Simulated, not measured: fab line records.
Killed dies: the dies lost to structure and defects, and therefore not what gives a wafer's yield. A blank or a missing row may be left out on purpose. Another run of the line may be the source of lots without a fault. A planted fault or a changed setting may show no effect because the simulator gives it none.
Which tool did it? + flow n5Finfet + 15 lots, 44 wafers sampled, at 5 steps of a route of 1938

## WHAT THE GAUGES SHOWED, per wafer
N5_BEOL_M4_RC_MEAS_101. Usual: DIBL_N 36.9 mV/V, standard deviation 1.7; DIBL_P 37.3 mV/V, standard deviation 2.3; IOFF_N 0.16 nA/um, standard deviation 0.033; IOFF_P 0.22 nA/um, standard deviation 0.04; ION_N 673 uA/um, standard deviation 12; ION_P 463 uA/um, standard deviation 8; SS_N 71.6 mV/dec, standard deviation 0.58; SS_P 73.4 mV/dec, standard deviation 0.74; VT_N 250 mV, standard deviation 3.2; VT_P -250 mV, standard deviation 3.4.
| lot  | measured     | on        | DIBL_N (mV/V)  | DIBL_P (mV/V)  | IOFF_N (nA/um) | IOFF_P (nA/um) | ION_N (uA/um) | ION_P (uA/um) | SS_N (mV/dec)  | SS_P (mV/dec)  | VT_N (mV)   | VT_P (mV)      | flag |
|------|--------------|-----------|----------------|----------------|----------------|----------------|---------------|---------------|----------------|----------------|-------------|----------------|------|
| L578 | day 7 21:47  | prober-01 | 38.3 39.7 36.7 | 40.6 42.2 38.1 | 0.22 0.25 0.18 | 0.29 0.33 0.24 | 691 681 675   | 471 473 467   | 71.8 73.0 72.2 | 74.1 74.5 73.4 | 247 243 250 | -247 -244 -248 |      |
| L579 | day 8 13:19  | prober-02 | 35.8 36.7 36.7 | 38.3 38.5 39.2 | 0.15 0.16 0.16 | 0.19 0.20 0.21 | 669 675 667   | 455 463 458   | 71.9 71.5 71.4 | 74.0 73.6 74.5 | 251 249 250 | -256 -255 -254 |      |
| L583 | day 9 07:04  | prober-01 | 36.9 34.3 35.0 | 36.3 33.5 33.1 | 0.17 0.14 0.13 | 0.20 0.17 0.16 | 665 684 660   | 451 461 446   | 71.1 70.8 71.4 | 73.1 73.1 72.3 | 251 250 253 | -252 -257 -257 |      |
| L585 | day 10 02:21 | prober-01 | 40.5 37.7 36.3 | 41.6 37.0 35.5 | 0.24 0.17 0.14 | 0.30 0.21 0.19 | 687 668 661   | 473 462 454   | 72.5 71.4 71.3 | 74.3 73.4 72.9 | 245 249 251 | -245 -250 -251 |      |
| L587 | day 10 06:06 | prober-01 | 38.8 40.4 39.5 | 40.5 43.5 43.2 | 0.21 0.25 0.25 | 0.24 0.30 0.30 | 681 695 703   | 464 458 476   | 71.4 72.5 71.6 | 74.4 75.2 75.5 | 245 245 241 | -252 -245 -247 |      |
| L588 | day 10 09:36 | prober-02 | 38.0 37.7 37.2 | 39.0 38.5 37.2 | 0.20 0.17 0.16 | 0.30 0.29 0.25 | 690 669 673   | 487 474 471   | 71.6 71.6 71.3 | 73.9 74.0 72.9 | 245 251 251 | -242 -245 -245 |      |
| L589 | day 11 02:36 | prober-01 | 38.1 36.4      | 37.6 37.6      | 0.16 0.15      | 0.21 0.22      | 661 681       | 458 473       | 71.7 71.1      | 73.0 73.7      | 249 250     | -251 -247      |      |
| L590 | day 11 16:25 | prober-01 | 36.9 37.1 37.4 | 36.1 36.9 37.8 | 0.15 0.15 0.17 | 0.25 0.26 0.28 | 664 666 686   | 464 464 474   | 70.8 71.7 71.7 | 72.6 73.8 72.7 | 251 252 249 | -243 -248 -243 |      |
| L598 | day 13 16:40 | prober-02 | 37.1 34.8 32.6 | 37.2 35.2 31.7 | 0.18 0.14 0.10 | 0.22 0.18 0.15 | 677 677 650   | 461 458 449   | 71.6 70.7 69.9 | 74.7 72.4 72.3 | 246 252 257 | -251 -254 -259 |      |
| L599 | day 13 20:19 | prober-01 | 34.2 39.0 36.4 | 36.0 41.1 37.0 | 0.12 0.20 0.14 | 0.19 0.27 0.21 | 669 677 667   | 467 465 464   | 71.6 72.0 71.3 | 72.4 73.9 73.9 | 256 246 254 | -254 -248 -248 |      |
| L600 | day 13 19:45 | prober-02 | 38.6 39.3 37.7 | 39.3 39.4 38.0 | 0.18 0.18 0.14 | 0.24 0.23 0.21 | 673 669 661   | 459 459 453   | 71.7 72.6 72.0 | 73.9 74.4 73.8 | 252 251 255 | -252 -253 -255 |      |
| L601 | day 13 23:04 | prober-02 | 36.1 38.0 37.1 | 35.9 37.9 36.7 | 0.13 0.15 0.14 | 0.19 0.22 0.20 | 649 676 662   | 447 464 456   | 71.3 71.4 70.7 | 72.5 73.6 73.4 | 254 252 252 | -250 -249 -253 |      |

## WHAT TOOL EACH LOT RAN ON (gives the tool, then ch and the chambers of the sampled wafers, and finally the start)
| lot  | N5_HKMG_FIN_STRIP_88                | N5_HKMG_FIN_ETCH_67              | N5_HKMG_FIN_STRIP_90             | N5_HKMG_FIN_ALD_72           |
|------|-------------------------------------|----------------------------------|----------------------------------|------------------------------|
| L578 | plasmaAsher-02 ch 0,1, day 4 04:11  | rieDiel-02 ch 0,1,3, day 4 05:01 | rieDiel-02 ch 0,1,3, day 4 05:04 | cvdW-01 ch 0, day 4 06:07    |
| L579 | plasmaAsher-01 ch 0,1, day 4 14:17  | rieDiel-06 ch 2,3, day 4 15:06   | rieDiel-06 ch 2,3, day 4 15:10   | cvdW-01 ch 0,1, day 4 16:12  |
| L583 | plasmaAsher-01 ch 0,1, day 5 10:55  | rieDiel-06 ch 1,2, day 5 11:47   | rieDiel-06 ch 1,2, day 5 11:50   | cvdW-01 ch 0,1, day 5 12:53  |
| L585 | plasmaAsher-02 ch 0,1, day 6 01:28  | rieDiel-01 ch 0,1,3, day 6 02:18 | rieDiel-01 ch 0,1,3, day 6 02:22 | cvdW-02 ch 0, day 6 03:35    |
| L587 | plasmaAsher-02 ch 0,1, day 6 10:37  | rieDiel-01 ch 0,1, day 6 11:28   | rieDiel-01 ch 0,1, day 6 11:32   | cvdW-02 ch 0, day 6 12:41    |
| L588 | plasmaAsher-01 ch 0, day 6 18:38    | rieDiel-06 ch 1,2,3, day 6 19:28 | rieDiel-06 ch 1,2,3, day 6 19:32 | cvdW-02 ch 0,1, day 6 20:35  |
| L589 | plasmaAsher-02 ch 0,1, day 7 01:13  | rieDiel-02 ch 0,2, day 7 01:59   | rieDiel-02 ch 0,2, day 7 02:02   | cvdW-02 ch 1, day 7 03:14    |
| L590 | plasmaAsher-01 ch 0,1, day 7 10:16  | rieDiel-02 ch 1,3, day 7 11:05   | rieDiel-02 ch 1,3, day 7 11:09   | cvdW-01 ch 0,1, day 7 12:11  |
| L595 | plasmaAsher-02 ch 0,1, day 8 10:49  | rieDiel-06 ch 0,3, day 8 11:39   | rieDiel-06 ch 0,3, day 8 11:43   | cvdW-02 ch 0,1, day 8 12:46  |
| L596 | plasmaAsher-02 ch 0, day 8 14:35    | rieDiel-06 ch 0,1, day 8 15:26   | rieDiel-06 ch 0,1, day 8 15:30   | cvdW-01 ch 0,1, day 8 16:34  |
| L597 | plasmaAsher-02 ch 0,1, day 9 01:05  | rieDiel-06 ch 1,2,3, day 9 01:58 | rieDiel-06 ch 1,2,3, day 9 02:01 | cvdW-02 ch 0,1, day 9 03:05  |
| L598 | plasmaAsher-01 ch 0,1, day 9 03:40  | rieDiel-02 ch 0,1,3, day 9 04:29 | rieDiel-02 ch 0,1,3, day 9 04:33 | cvdW-02 ch 0,1, day 9 05:36  |
| L599 | plasmaAsher-02 ch 0,1, day 9 16:11  | rieDiel-02 ch 2,3, day 9 16:53   | rieDiel-02 ch 2,3, day 9 16:57   | cvdW-01 ch 0,1, day 9 18:01  |
| L600 | plasmaAsher-02 ch 0,1, day 9 18:59  | rieDiel-02 ch 0,2,3, day 9 19:41 | rieDiel-02 ch 0,2,3, day 9 19:45 | cvdW-02 ch 0,1, day 9 20:49  |
| L601 | plasmaAsher-01 ch 0,1, day 10 03:37 | rieDiel-01 ch 0,3, day 10 04:32  | rieDiel-01 ch 0,3, day 10 04:36  | cvdW-01 ch 0,1, day 10 05:40 |
- N5_HKMG_FIN_STRIP_88: strips in N2/H2, time 360 s.
- N5_HKMG_FIN_ETCH_67: etches SOC in N2/H2, stops on TiN, target depth 388.9 nm.
- N5_HKMG_FIN_STRIP_90: strips SOC in N2/H2, time 20 s.
- N5_HKMG_FIN_ALD_72: deposits W, target thk 2 nm, pulse time 1 s, purge time 2 s.

## WHAT THE TOOLS THEMSELVES READ (means of the sampled wafers that have a number; where no wafer has one, the mark that the record gives instead)
N5_HKMG_FIN_STRIP_88. Usual: drypumpMotorCurrentA 5.6 A, standard deviation 0.46; heaterPowerW 497 W, standard deviation 55; n2FlowSccm 1750 sccm, standard deviation 5.6.
| lot  | tool           | drypumpMotorCurrentA (A) | heaterPowerW (W) | n2FlowSccm (sccm) | flag |
|------|----------------|--------------------------|------------------|-------------------|------|
| L578 | plasmaAsher-02 | 5.6                      | 545              | 1748              |      |
| L579 | plasmaAsher-01 | 5.7                      | 465              | 1749              |      |
| L583 | plasmaAsher-01 | 5.3                      | 473              | 1756              |      |
| L585 | plasmaAsher-02 | 5.6                      | 543              | 1749              |      |
| L587 | plasmaAsher-02 | 5.8                      | 504              | 1745              |      |
| L588 | plasmaAsher-01 | 6.0                      | 455              | 1746              |      |
| L589 | plasmaAsher-02 | 5.7                      | 532              | 1756              |      |
| L590 | plasmaAsher-01 | 5.3                      | 474              | 1755              |      |
| L595 | plasmaAsher-02 | 5.8                      | 498              | 1748              |      |
| L596 | plasmaAsher-02 | 6.0                      | 464              | 1751              |      |
| L597 | plasmaAsher-02 | 5.6                      | 547              | 1755              |      |
| L598 | plasmaAsher-01 | 5.6                      | 469              | 1747              |      |
| L599 | plasmaAsher-02 | 5.6                      | 544              | 1751              |      |
| L600 | plasmaAsher-02 | 5.6                      | 542              | 1750              |      |
| L601 | plasmaAsher-01 | 5.3                      | 472              | 1747              |      |

N5_HKMG_FIN_ETCH_67. Usual: biasW 60.99 W, standard deviation 0.2; chamberPressureMTorr 29.995 mTorr, standard deviation 0.026; drypumpMotorCurrentA 5.9 A, standard deviation 0.37; n2FlowSccm 200.0 sccm, standard deviation 0.64; oesProductAu 0.82 a.u., standard deviation 0.099; rfVppV 241.0 V, standard deviation 1; showerheadPlenumPTorr 2.57 Torr, standard deviation 0.06; throttleValvePct 17.81 %, standard deviation 0.26.
| lot  | tool       | biasW (W) | chamberPressureMTorr (mTorr) | drypumpMotorCurrentA (A) | n2FlowSccm (sccm) | oesProductAu (a.u.) | rfVppV (V) | showerheadPlenumPTorr (Torr) | throttleValvePct (%) | flag |
|------|------------|-----------|------------------------------|--------------------------|-------------------|---------------------|------------|------------------------------|----------------------|------|
| L578 | rieDiel-02 | 61.00     | 30.015                       | 5.7                      | 200.3             | 0.79                | 241.8      | 2.61                         | 17.74                |      |
| L579 | rieDiel-06 | 61.02     | 29.974                       | 5.5                      | 199.6             | 0.80                | 240.5      | 2.52                         | 17.96                |      |
| L583 | rieDiel-06 | 60.73     | 30.018                       | 6.2                      | 200.0             | 0.75                | 241.2      | 2.57                         | 18.09                |      |
| L585 | rieDiel-01 | 61.11     | 29.995                       | 5.8                      | 199.6             | 0.83                | 241.0      | 2.64                         | 17.86                |      |
| L587 | rieDiel-01 | 60.87     | 29.989                       | 6.0                      | 200.6             | 0.76                | 241.1      | 2.58                         | 17.96                |      |
| L588 | rieDiel-06 | 60.93     | 29.958                       | 5.9                      | 199.8             | 0.85                | 241.0      | 2.54                         | 17.91                |      |
| L589 | rieDiel-02 | 60.84     | 29.995                       | 6.1                      | 200.4             | 0.87                | 241.9      | 2.58                         | 17.45                |      |
| L590 | rieDiel-02 | 61.11     | 30.017                       | 5.5                      | 200.0             | 0.77                | 241.8      | 2.60                         | 17.77                |      |
| L595 | rieDiel-06 | -         | -                            | -                        | -                 | -                   | -          | -                            | -                    | OFF  |
| L596 | rieDiel-06 | -         | -                            | -                        | -                 | -                   | -          | -                            | -                    | OFF  |
| L597 | rieDiel-06 | -         | -                            | -                        | -                 | -                   | -          | -                            | -                    | OFF  |
| L598 | rieDiel-02 | 60.86     | 30.005                       | 5.7                      | 199.7             | 0.80                | 240.9      | 2.59                         | 17.68                |      |
| L599 | rieDiel-02 | 60.88     | 30.001                       | 6.0                      | 199.5             | 0.86                | 241.6      | 2.59                         | 17.40                |      |
| L600 | rieDiel-02 | 60.90     | 30.003                       | 5.9                      | 200.4             | 0.85                | 241.1      | 2.58                         | 17.49                |      |
| L601 | rieDiel-01 | 61.03     | 29.986                       | 5.6                      | 199.5             | 0.84                | 241.8      | 2.68                         | 17.82                |      |

N5_HKMG_FIN_STRIP_90. Usual: drypumpMotorCurrentA 5.9 A, standard deviation 0.37; n2FlowSccm 300.1 sccm, standard deviation 0.86; oesProductAu 0.83 a.u., standard deviation 0.1; rfVppV 54.3 V, standard deviation 0.83; showerheadPlenumPTorr 3.39 Torr, standard deviation 0.076; throttleValvePct 19.1 %, standard deviation 0.39.
| lot  | tool       | drypumpMotorCurrentA (A) | n2FlowSccm (sccm) | oesProductAu (a.u.) | rfVppV (V) | showerheadPlenumPTorr (Torr) | throttleValvePct (%) | flag |
|------|------------|--------------------------|-------------------|---------------------|------------|------------------------------|----------------------|------|
| L578 | rieDiel-02 | 5.7                      | 300.3             | 0.79                | 53.7       | 3.44                         | 19.0                 |      |
| L579 | rieDiel-06 | 5.5                      | 299.8             | 0.80                | 54.2       | 3.33                         | 19.3                 |      |
| L583 | rieDiel-06 | 6.3                      | 300.2             | 0.76                | 54.7       | 3.39                         | 19.3                 |      |
| L585 | rieDiel-01 | 5.8                      | 299.2             | 0.84                | 54.8       | 3.48                         | 19.2                 |      |
| L587 | rieDiel-01 | 6.1                      | 300.2             | 0.76                | 53.8       | 3.40                         | 19.3                 |      |
| L588 | rieDiel-06 | 5.9                      | 300.2             | 0.85                | 54.6       | 3.35                         | 19.2                 |      |
| L589 | rieDiel-02 | 6.1                      | 300.5             | 0.88                | 54.5       | 3.41                         | 18.5                 |      |
| L590 | rieDiel-02 | 5.5                      | 300.2             | 0.79                | 54.3       | 3.44                         | 18.9                 |      |
| L595 | rieDiel-06 | 5.6                      | 300.7             | 0.75                | 54.7       | 3.31                         | 19.5                 |      |
| L596 | rieDiel-06 | 6.3                      | 300.2             | 0.90                | 53.7       | 3.33                         | 19.5                 |      |
| L597 | rieDiel-06 | 5.9                      | 300.4             | 0.81                | 54.1       | 3.34                         | 19.3                 |      |
| L598 | rieDiel-02 | 5.7                      | 300.3             | 0.81                | 55.7       | 3.42                         | 18.9                 |      |
| L599 | rieDiel-02 | 6.0                      | 299.9             | 0.86                | 54.8       | 3.41                         | 18.5                 |      |
| L600 | rieDiel-02 | 5.9                      | 299.8             | 0.85                | 55.0       | 3.41                         | 18.7                 |      |
| L601 | rieDiel-01 | 5.6                      | 299.9             | 0.86                | 54.8       | 3.54                         | 19.1                 |      |

N5_HKMG_FIN_ALD_72. Usual: heaterPowerW 473 W, standard deviation 33; precursorPulseHeightRel 0.997, standard deviation 0.021; susceptorTempC 300.00 C, standard deviation 0.16.
| lot  | tool    | heaterPowerW (W) | precursorPulseHeightRel | susceptorTempC (C) | flag |
|------|---------|------------------|-------------------------|--------------------|------|
| L578 | cvdW-01 | 514              | 0.978                   | 299.99             |      |
| L579 | cvdW-01 | 461              | 1.010                   | 300.10             |      |
| L583 | cvdW-01 | 484              | 1.022                   | 299.97             |      |
| L585 | cvdW-02 | 441              | 1.015                   | 299.92             |      |
| L587 | cvdW-02 | 441              | 0.995                   | 299.97             |      |
| L588 | cvdW-02 | 463              | 1.009                   | 300.07             |      |
| L589 | cvdW-02 | 515              | 1.002                   | 300.15             |      |
| L590 | cvdW-01 | 485              | 0.997                   | 299.94             |      |
| L595 | cvdW-02 | 485              | 0.989                   | 300.04             |      |
| L596 | cvdW-01 | 490              | 0.996                   | 300.08             |      |
| L597 | cvdW-02 | 488              | 0.997                   | 299.76             |      |
| L598 | cvdW-02 | 473              | 0.979                   | 300.07             |      |
| L599 | cvdW-01 | 491              | 0.989                   | 300.00             |      |
| L600 | cvdW-02 | 473              | 0.979                   | 299.86             |      |
| L601 | cvdW-01 | 485              | 1.008                   | 299.71             |      |

## THE ANSWER, worked out from the rows above alone
Rule: a lot is off if the mean of its wafers that have a number lies more than 3 standard deviations from the usual mean. Also off: a lot with no number at a reading for which 4 or more lots have one. Any other lot the step has rows for is counted as sound. Order of review: gauges by route order, followed by the tools' own readings, for which a lot's mean as printed above is used. The first step at which some lot is off is used, and at that step the reading that is off furthest; a lot without a number counts as furthest.
Off at N5_HKMG_FIN_ETCH_67 (biasW): L595, L596, L597. Without a number there: L595, L596, L597.
If a tool, at that step or one of the process steps before it, ran each lot that is off and ran no sound lot following the first of them, it fits. One fits: rieDiel-06 at N5_HKMG_FIN_ETCH_67. Its last sound lot is L588 (day 6 19:28), its first lot that is off L595 (day 8 11:39): a fault that began between those two fits.
Blank at N5_HKMG_FIN_ETCH_67 on the lots that are off, where sound lots have numbers: biasW, chamberPressureMTorr, drypumpMotorCurrentA, n2FlowSccm, oesProductAu, rfVppV, showerheadPlenumPTorr, throttleValvePct.

## WHAT HAD BEEN PUT IN BY THE SIMULATOR
Whole step skipped at N5_HKMG_FIN_ETCH_67 on rieDiel-06, starting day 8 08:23. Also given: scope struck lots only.
Lots struck among those shown: L595, L596, L597. The rule above found the same.
